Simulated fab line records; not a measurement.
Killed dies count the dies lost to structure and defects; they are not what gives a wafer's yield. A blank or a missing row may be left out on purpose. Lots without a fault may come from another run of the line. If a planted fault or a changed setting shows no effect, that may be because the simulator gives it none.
Matching of chambers :: flow n5Finfet :: N5_FIN_SAQP_PECVD_06 on pecvd-04 has 3 sister chambers
The step deposits a-Si from SiH4/He, target thk 60 nm, time 48.1 s. 6 wafers are shown with their chamber, then 8 later ones without.

WAFERS PAIRED WITH THEIR CHAMBERS
wafer: L077.5
chamber: 2
throttleValvePct (%): 17.4
showerheadPlenumPTorr (Torr): 5.67

wafer: L080.6
chamber: 1
throttleValvePct (%): 17.0
showerheadPlenumPTorr (Torr): 5.65

wafer: L081.2
chamber: 0
throttleValvePct (%): 19.4
showerheadPlenumPTorr (Torr): 5.65

wafer: L081.5
chamber: 0
throttleValvePct (%): 19.7
showerheadPlenumPTorr (Torr): 5.66

wafer: L081.6
chamber: 1
throttleValvePct (%): 16.8
showerheadPlenumPTorr (Torr): 5.63

wafer: L088.1
chamber: 2
throttleValvePct (%): 17.3
showerheadPlenumPTorr (Torr): 5.66

WAFERS WITHOUT THEIR CHAMBER
wafer: L088.2
throttleValvePct (%): 19.6
showerheadPlenumPTorr (Torr): 5.65

wafer: L088.4
throttleValvePct (%): 17.3
showerheadPlenumPTorr (Torr): 5.63

wafer: L092.2
throttleValvePct (%): 19.4
showerheadPlenumPTorr (Torr): 5.64

wafer: L092.3
throttleValvePct (%): 16.9
showerheadPlenumPTorr (Torr): 5.64

wafer: L092.4
throttleValvePct (%): 19.6
showerheadPlenumPTorr (Torr): 5.64

wafer: L095.3
throttleValvePct (%): 19.2
showerheadPlenumPTorr (Torr): 5.65

wafer: L095.4
throttleValvePct (%): 19.2
showerheadPlenumPTorr (Torr): 5.65

wafer: L095.5
throttleValvePct (%): 17.7
showerheadPlenumPTorr (Torr): 5.68

THE CHAMBER EACH PASSED THROUGH
wafer: L088.2
from the rows above: 0
in truth: 0

wafer: L088.4
from the rows above: can't be placed: 1 or 2
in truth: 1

wafer: L092.2
from the rows above: 0
in truth: 0

wafer: L092.3
from the rows above: 1
in truth: 1

wafer: L092.4
from the rows above: 0
in truth: 0

wafer: L095.3
from the rows above: 0
in truth: 0

wafer: L095.4
from the rows above: 0
in truth: 0

wafer: L095.5
from the rows above: 2
in truth: 2
Placed correctly: 7 of 8. Unplaceable from these rows: 1, with the true chamber sitting among the candidates in 1. Number placed wrongly: 0.
How it was worked out, from the rows above alone: a wafer's distance from a chamber is the root of the sum, over the readings, of the square of ((its reading less the chamber's mean) divided by the reading's scatter). The wafer belongs to the nearest chamber; if the next one is less than 2 further off, it can't be placed. Each chamber's mean is taken over the wafers shown for it. The scatter is the square root of a quotient: the sum, over the shown wafers, of each reading's squared deviation from its chamber's mean, divided by wafers minus chambers.
